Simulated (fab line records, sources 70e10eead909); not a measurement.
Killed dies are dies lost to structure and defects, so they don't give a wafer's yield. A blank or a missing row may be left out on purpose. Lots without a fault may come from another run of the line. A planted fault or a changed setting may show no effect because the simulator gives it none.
Chamber matching | flow nand_harc | NHARC_A_BLC_STRIP_29 on rie_diel-12: 4 sister chambers
The step strips in CF4. 20 wafers are shown with their chamber, then 10 later ones without.

WAFERS WITH THEIR CHAMBER
wafer  | chamber | drypump_motor_current_A (A) | oes_product_au (a.u.) | throttle_valve_pct (%)
L076.1 | 3       | 5.5                         | 0.998                 | 13.292
L076.2 | 1       | 5.3                         | 1.011                 | 13.292
L076.6 | 3       | 5.5                         | 0.989                 | 13.280
L076.3 | 2       | 5.0                         | 1.011                 | 13.285
L076.4 | 0       | 5.1                         | 0.997                 | 13.279
L076.5 | 0       | 5.1                         | 1.005                 | 13.283
L078.3 | 2       | 5.0                         | 0.996                 | 13.258
L078.5 | 0       | 5.1                         | 0.997                 | 13.283
L078.6 | 3       | 5.5                         | 1.005                 | 13.285
L086.1 | 0       | 5.1                         | 1.005                 | 13.275
L086.2 | 2       | 5.0                         | 0.999                 | 13.266
L086.6 | 1       | 5.3                         | 1.021                 | 13.288
L085.3 | 3       | 5.5                         | 1.002                 | 13.285
L085.5 | 2       | 5.1                         | 1.002                 | 13.288
L085.6 | 1       | 5.3                         | 1.006                 | 13.278
L084.2 | 1       | 5.3                         | 1.011                 | 13.277
L084.4 | 2       | 5.0                         | 1.013                 | 13.264
L084.6 | 3       | 5.5                         | 0.998                 | 13.300
L091.1 | 0       | 5.1                         | 1.011                 | 13.288
L091.2 | 3       | 5.5                         | 0.992                 | 13.293

SIGNATURES (means of the wafers above)
reading                 | chamber 0 | chamber 1 | chamber 2 | chamber 3 | scatter within a chamber
drypump_motor_current_A | 5.100     | 5.300     | 5.020     | 5.500     | 0.0224
oes_product_au          | 1.00300   | 1.01225   | 1.00420   | 0.99733   | 0.00645
throttle_valve_pct      | 13.28160  | 13.28375  | 13.27220  | 13.28917  | 0.0088
Rule: a wafer's distance from a chamber is the root of the sum, over the readings, of the square of ((its reading less the chamber's mean) divided by the reading's scatter). The wafer belongs to the nearest chamber; if the next one is less than 2 further off, it can't be placed. The scatter: the root of (the sum of the squares of (reading less its chamber's mean) over the shown wafers, divided by (wafers less chambers)).

WAFERS WITHOUT THEIR CHAMBER
wafer  | drypump_motor_current_A (A) | oes_product_au (a.u.) | throttle_valve_pct (%)
L091.4 | 5.1                         | 1.008                 | 13.270
L089.1 | 5.3                         | 1.001                 | 13.289
L089.2 | 5.5                         | 1.010                 | 13.285
L089.4 | 5.0                         | 1.007                 | 13.290
L093.4 | 5.0                         | 1.001                 | 13.273
L093.5 | 5.1                         | 0.991                 | 13.292
L093.6 | 5.5                         | 1.001                 | 13.279
L096.1 | 5.5                         | 0.997                 | 13.278
L096.2 | 5.0                         | 1.004                 | 13.285
L096.6 | 5.1                         | 1.004                 | 13.306

WHICH CHAMBER EACH WENT THROUGH
wafer  | from the rows above | in truth
L091.4 | 0                   | 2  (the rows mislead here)
L089.1 | 1                   | 1
L089.2 | 3                   | 3
L089.4 | 2                   | 2
L093.4 | 2                   | 2
L093.5 | 0                   | 0
L093.6 | 3                   | 3
L096.1 | 3                   | 3
L096.2 | 2                   | 2
L096.6 | 0                   | 0
Placed correctly: 9 of 10. Can't be placed from these rows: 0. Placed wrongly: 1.
